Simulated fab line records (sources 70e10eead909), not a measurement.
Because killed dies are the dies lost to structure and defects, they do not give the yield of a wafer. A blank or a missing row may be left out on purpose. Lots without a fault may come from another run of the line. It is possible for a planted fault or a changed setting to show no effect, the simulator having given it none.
A lot that was struck, set against a sound lot | flow nand_harc | 15 steps out of a route of 1159
Sound: the wafers L797.1, L797.3, L797.6. The struck wafers were L793.2, L793.3, L793.5. At the end, the cause is stated.
Each step with rows lists, per side, the tool, then ch with its chambers, then its first start. Under that, the readings that differ: sound wafers | struck wafers | difference of the means | sigmas: that difference in standard deviations of wafers without a fault.
alike: words and numbers the same on both sides, and readings whose means are apart by under 2 such deviations; not compared: readings that were withheld, readings missing a value for some wafer, numbers with overlapping values and no deviation given by the record, and bounds like >300 which may hide the same value.
Wherever a step has rows on one side only, a row that says differs or no value, or a row with sigmas, the two part there. Numbers that have no deviation but don't overlap get no sigmas and don't part them. A reading that every wafer of one side lacks parts them only if that side has two wafers or more.

NHARC_A_CONTACT_CD_MEAS_42 targets a cd of 200 nm.
  sound on cd_sem-01 ch 0, day 21 09:58; struck on cd_sem-03 ch 0, day 20 07:22
  alike: cd_nm
NHARC_A_CONTACT_OVL_MEAS_43:
  sound on overlay-02, day 21 10:02; struck on overlay-01, day 20 07:28
  alike: overlay_x_nm, overlay_y_nm
NHARC_A_CONTACT_INSPECT_44:
  sound on defect_inspect-01, day 21 10:05; struck on defect_inspect-02, day 20 07:29
  alike: raw_defect_count
NHARC_A_CONTACT_DESCUM_47: chemistry O2, time 3 s.
  sound on rie_diel-08 ch 1,2, day 21 10:08; struck on rie_diel-02 ch 0,1,2, day 20 07:33
  reading      | sound          | struck         | difference | sigmas
  rf_vpp_V (V) | 56.9 57.2 56.4 | 59.9 57.6 58.4 | +1.8       | +2
  alike: drypump_motor_current_A, oes_product_au, showerhead_plenum_p_Torr, throttle_valve_pct
  not compared: rf_hours_counter_h
NHARC_A_CONTACT_ETCH_48: etches the open film in CF4, target depth 39 nm, time 65 s.
  sound on rie_diel-08 ch 1,2,3, day 21 10:14; struck on rie_diel-02 ch 2,3, day 20 07:38
  reading    | sound             | struck          | difference | sigmas
  bias_w (W) | 100.2 100.4 100.7 | 100.1 99.6 99.7 | -0.6       | -2
  alike: cf4_flow_sccm, drypump_motor_current_A, oes_product_au, rf_vpp_V, showerhead_plenum_p_Torr, throttle_valve_pct
  not compared: rf_hours_counter_h
then, 2 steps without rows for these wafers: NHARC_A_CONTACT_ETCH_49 (etches the open film in N2/H2, target depth 260 nm, time 475.3 s); NHARC_A_CONTACT_ETCH_50 (etches the open film in CF4/CHF3, target depth 84.7 nm, time 42.4 s).
NHARC_A_CONTACT_ETCH_51: etches the open film in O2/COS, target depth 3600 nm, time 936 s.
  sound: rie_diel-08 ch 0,2; struck: rie_diel-02 ch 0,1,3
  alike: bias_w, chamber_pressure_mTorr, drypump_motor_current_A, oes_product_au, rf_vpp_V, showerhead_plenum_p_Torr, throttle_valve_pct
  not compared: rf_hours_counter_h
then, 1 step without rows for these wafers: NHARC_A_CONTACT_ETCH_111 (etches the open film in C4F8/O2/Ar, time 140 s, target depth 700 nm).
NHARC_A_CONTACT_ETCH_112: etches the open film in C4F8/O2/Ar, time 94 s, target depth 922 nm.
  sound on har_cap_etch-03 ch 0,1, day 21 11:37; struck on har_cap_etch-02 ch 0,1, day 20 09:02
  alike: chamber_pressure_mTorr, oes_air_line_au
  not compared: rf_hours_counter_h
then, 1 step without rows for these wafers: NHARC_A_CONTACT_ETCH_113 (etches the open film in C4F8/O2/Ar, time 94 s, target depth 922 nm).
NHARC_A_CONTACT_ETCH_114: etches the open film in C4F8/O2/Ar, time 94 s, target depth 922 nm.
  sound on har_cap_etch-03 ch 0,1, day 21 11:48; struck on har_cap_etch-02 ch 0,1, day 20 09:13
  alike: chamber_pressure_mTorr, oes_air_line_au
  not compared: rf_hours_counter_h
NHARC_A_CONTACT_ETCH_115: etches the open film in C4F8/O2/Ar, time 94 s, target depth 922 nm.
  sound on har_cap_etch-03 ch 0,1, day 21 11:53; struck on har_cap_etch-02 ch 0,1, day 20 09:18
  no value came back on the struck wafers for chamber_pressure_mTorr (mTorr), oes_air_line_au (a.u.); on the sound wafers chamber_pressure_mTorr (mTorr) reads 19.989 19.998 20.034
  not compared: rf_hours_counter_h
then, 1 step without rows for these wafers: NHARC_A_CONTACT_ETCH_116 (etches the open film in C4F8/O2/Ar, time 94 s, target depth 922 nm).
-- break in the record here, with 4 days between the starts of the struck wafers on either side (left off in module A_CONTACT, picked up again in module END, where the first step shown is number 1159 on the route) --
NHARC_END_SORT_01:
  here the record holds rows for the struck wafers (prober-01 ch 0, day 24 02:44) but none for the sound ones

WHERE THEY PART
Earliest at NHARC_A_CONTACT_DESCUM_47; latest, in this record, at NHARC_END_SORT_01.

WHY: what had been put in by the simulator
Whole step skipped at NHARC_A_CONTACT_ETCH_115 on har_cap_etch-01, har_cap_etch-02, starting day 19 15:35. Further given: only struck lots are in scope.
